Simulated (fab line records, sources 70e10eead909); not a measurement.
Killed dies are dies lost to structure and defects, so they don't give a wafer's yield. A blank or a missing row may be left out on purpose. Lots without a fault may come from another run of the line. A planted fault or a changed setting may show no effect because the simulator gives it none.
Chamber matching | flow nand_harc | NHARC_A_STAIRCASE_DEP_156 on pecvd-01: 3 sister chambers
The step deposits SiNx, target thk 50 nm. 14 wafers are shown with their chamber, then 7 later ones without.

WAFERS WITH THEIR CHAMBER
wafer  | chamber | heater_power_w (W)
L079.1 | 2       | 669
L079.2 | 0       | 721
L079.6 | 1       | 689
L081.1 | 0       | 770
L081.4 | 0       | 752
L081.6 | 2       | 686
L083.2 | 0       | 691
L083.4 | 0       | 689
L083.6 | 1       | 632
L086.2 | 2       | 695
L086.3 | 1       | 644
L086.4 | 2       | 705
L087.2 | 1       | 599
L087.3 | 2       | 617

SIGNATURES (means of the wafers above)
reading        | chamber 0 | chamber 1 | chamber 2 | scatter within a chamber
heater_power_w | 724.60    | 641.00    | 674.40    | 35.9
Rule: a wafer's distance from a chamber is the root of the sum, over the readings, of the square of ((its reading less the chamber's mean) divided by the reading's scatter). The wafer belongs to the nearest chamber; if the next one is less than 2 further off, it can't be placed. The scatter: the root of (the sum of the squares of (reading less its chamber's mean) over the shown wafers, divided by (wafers less chambers)).

WAFERS WITHOUT THEIR CHAMBER
wafer  | heater_power_w (W)
L087.4 | 598
L090.1 | 708
L090.4 | 563
L090.6 | 685
L096.2 | 662
L096.3 | 680
L096.6 | 669

WHICH CHAMBER EACH WENT THROUGH
wafer  | from the rows above          | in truth
L087.4 | can't be placed: 1 or 2      | 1
L090.1 | can't be placed: 0 or 2 or 1 | 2
L090.4 | can't be placed: 1 or 2      | 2
L090.6 | can't be placed: 2 or 0 or 1 | 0
L096.2 | can't be placed: 2 or 1 or 0 | 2
L096.3 | can't be placed: 2 or 1 or 0 | 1
L096.6 | can't be placed: 2 or 1 or 0 | 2
Placed correctly: 0 of 7. Can't be placed from these rows: 7 (the true chamber is among the candidates in 7). Placed wrongly: 0.
